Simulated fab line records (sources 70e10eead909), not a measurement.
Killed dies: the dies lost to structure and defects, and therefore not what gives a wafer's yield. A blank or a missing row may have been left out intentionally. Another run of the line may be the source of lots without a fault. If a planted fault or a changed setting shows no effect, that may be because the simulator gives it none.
Matching of chambers :: flow nand harc :: 4 sister chambers for NHARC_A_STAIRCASE_DESCUM_291 on rie diel-01
The step chemistry O2, time 3 s. 4 wafers are shown with their chamber, then 7 later ones without.

WAFERS WITH THEIR CHAMBER
wafer: L089.4
chamber: 2
drypump motor current A (A): 5.4

wafer: L089.5
chamber: 0
drypump motor current A (A): 5.5

wafer: L093.1
chamber: 1
drypump motor current A (A): 6.0

wafer: L093.4
chamber: 3
drypump motor current A (A): 5.0

WAFERS WHOSE CHAMBER IS MISSING
wafer: L093.5
drypump motor current A (A): 5.6

wafer: L091.1
drypump motor current A (A): 5.0

wafer: L091.2
drypump motor current A (A): 5.6

wafer: L091.3
drypump motor current A (A): 5.4

wafer: L095.2
drypump motor current A (A): 5.0

wafer: L095.5
drypump motor current A (A): 5.9

wafer: L095.6
drypump motor current A (A): 5.0

EACH ONE'S CHAMBER
wafer: L093.5
from the rows above: can't be placed: 0 or 2
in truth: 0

wafer: L091.1
from the rows above: 3
in truth: 3

wafer: L091.2
from the rows above: can't be placed: 0 or 2
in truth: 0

wafer: L091.3
from the rows above: can't be placed: 2 or 0
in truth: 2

wafer: L095.2
from the rows above: 3
in truth: 3

wafer: L095.5
from the rows above: 1
in truth: 1

wafer: L095.6
from the rows above: 3
in truth: 3
Correct placement for 4 of the 7. Cannot be placed on the basis of these rows: 3; the candidates contain the true chamber in 3. Number placed wrongly: 0.
How it was worked out, from the rows above alone: a wafer's distance from a chamber is the root of the sum, over the readings, of the square of ((its reading less the chamber's mean) divided by the reading's scatter). If the next closest chamber is less than 2 further off than the closest, the wafer can't be placed; otherwise it belongs to the closest. Each chamber's mean is taken over the wafers shown for it. The scatter: with one shown wafer a chamber, the root of the mean of the squares of how far each hidden wafer lies from its nearest shown one.
